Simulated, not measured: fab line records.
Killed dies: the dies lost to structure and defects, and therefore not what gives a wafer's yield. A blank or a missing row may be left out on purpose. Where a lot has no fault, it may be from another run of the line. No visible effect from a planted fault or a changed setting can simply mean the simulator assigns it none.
Split-lot study	flow n5Finfet	39 wafers read across 7 lots, on a route 1938 steps long

SPLIT DETAILS
At N5_BEOL_M15_SPUTTER_44 (material Ta, target thk 15 nm, time 24.19 s), the setting targetThkA was moved away from the recipe's 150 angstrom on 12 of the 39 wafers read, by -53.1% to +36.8%. This setting was run at the recipe's value on the other wafers.

FROM THE SPLIT TO THE READING: what the file shows between them, 3 steps
- N5_BEOL_M15_SPUTTER_45: material Cu, target thk 100 nm, time 16.67 s
- N5_BEOL_M15_ECD_47: material Cu, target thk 1860 nm
- N5_BEOL_M15_ANNEAL_48: time 90 s

THE READING
barrierFieldEndpointS, in s, at N5_BEOL_M15_CMP_49 (polishes, stops on SiO2, t overpolish 4.9 s, target thk 850 nm). On this fab line, fault-free wafers typically give 11.4 s with a standard deviation of 0.4 s.

wafer	tool, chamber at the split	targetThkA as run, angstrom	against the recipe	barrierFieldEndpointS, s	against lot-mates on the recipe
L078.4	pvdSputter-03, -	99.91	-33.4%	9.3	-1.8
L078.2	pvdSputter-03, -	150	recipe	11.0	-
L078.3	pvdSputter-03, -	99.91	-33.4%	9.5	-1.6
L078.1	pvdSputter-03, -	99.91	-33.4%	9.0	-2.1
L078.6	pvdSputter-03, -	150	recipe	11.4	-
L078.5	pvdSputter-03, -	150	recipe	11.0	-
L084.3	pvdSputter-03, -	150	recipe	11.6	-
L084.2	pvdSputter-03, -	150	recipe	11.1	-
L084.4	pvdSputter-03, -	150	recipe	11.3	-
L084.1	pvdSputter-03, -	150	recipe	12.3	-
L084.5	pvdSputter-03, -	150	recipe	11.6	-
L084.6	pvdSputter-03, -	150	recipe	11.0	-
L083.2	pvdSputter-01, -	150	recipe	11.0	-
L083.3	pvdSputter-01, -	150	recipe	11.4	-
L083.4	pvdSputter-01, -	176.9	+17.9%	12.4	+1.0
L083.1	pvdSputter-01, -	176.9	+17.9%	13.1	+1.7
L083.6	pvdSputter-01, -	176.9	+17.9%	12.2	+0.8
L083.5	pvdSputter-01, -	150	recipe	11.7	-
L090.1	pvdSputter-02, -	150	recipe	11.4	-
L090.3	pvdSputter-02, -	150	recipe	11.4	-
L090.5	pvdSputter-02, -	150	recipe	11.2	-
L095.2	pvdSputter-02, -	150	recipe	11.4	-
L095.4	pvdSputter-02, -	150	recipe	12.6	-
L095.1	pvdSputter-02, -	150	recipe	11.7	-
L095.3	pvdSputter-02, -	150	recipe	11.2	-
L095.6	pvdSputter-02, -	150	recipe	11.4	-
L095.5	pvdSputter-02, -	150	recipe	12.3	-
L096.4	pvdSputter-03, -	150	recipe	11.1	-
L096.1	pvdSputter-03, -	70.29	-53.1%	8.7	-2.6
L096.2	pvdSputter-03, -	70.29	-53.1%	8.3	-3.0
L096.3	pvdSputter-03, -	150	recipe	11.4	-
L096.6	pvdSputter-03, -	150	recipe	11.5	-
L096.5	pvdSputter-03, -	70.29	-53.1%	8.6	-2.7
L097.3	pvdSputter-02, -	150	recipe	11.3	-
L097.1	pvdSputter-02, -	150	recipe	11.4	-
L097.4	pvdSputter-02, -	205.2	+36.8%	13.6	+2.3
L097.2	pvdSputter-02, -	205.2	+36.8%	14.4	+3.1
L097.6	pvdSputter-02, -	150	recipe	11.1	-
L097.5	pvdSputter-02, -	205.2	+36.8%	13.8	+2.5

THE FIT
A straight line over all 39 wafers: barrierFieldEndpointS changes by +0.0606 s for each +1% of targetThkA; r = +0.96; the points scatter about the line by 0.4 s.
The same after taking each lot's own level away (the mean of its wafers on the recipe; 39 wafers): +0.0594 s for each +1%; r = +0.96; scatter 0.37 s.
That fit puts the effect of the largest move of targetThkA on the reading at 3.2 s.
Across the lots, their own levels run from 11.13 to 11.77 s, a range of 1.6 times the standard deviation given above.
Consequently the slope shifts little with the lot-to-lot level, the two slopes agreeing.
Check: with one of the wafers moved furthest among these (-53.1%) left out of the fit, the line predicts -3.17 s for it against its lot-mates. It came out at -2.63 s against them.

FURTHER SPLITS ON THESE WAFERS
Before the reading, these wafers also passed through other splits. Each is held against what the fit with the lots' levels taken away leaves over:
other split on the same wafers	wafers away from the commonest value	r with barrierFieldEndpointS (lot level and that fit taken away)
N5_BEOL_M3_ETCH_41 targetDepthA	18	+0.15
N5_BEOL_M3_DEP_57 timeS	15	-0.16
N5_BEOL_M6_ILD_DEP_00 targetThkA	15	+0.17
N5_BEOL_M11_ILD_DEP_00 timeS	15	-0.14
N5_BEOL_M12_ETCH_68 targetDepthA	15	+0.11

THE WHOLE CHAIN: every reading that the file lists as answering this split, in the file's order
step	what it does	reading	change (the file's fit)	r (the file's)
N5_BEOL_M15_SPUTTER_44	material Ta, target thk 15 nm, time 24.19 s	Ta_of_BEOL_M15_SPUTTER_44.thkNm (the simulator's own value, which no gauge read)	+0.149 nm for each +1% of the setting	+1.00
N5_BEOL_M15_CMP_49	polishes, stops on SiO2, t overpolish 4.9 s, target thk 850 nm	barrierFieldEndpointS	+0.0587 s for each +1% of the setting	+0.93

FILE'S OWN FIT
barrierFieldEndpointS changes by +0.0587 s for each +1% of targetThkA, r = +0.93.
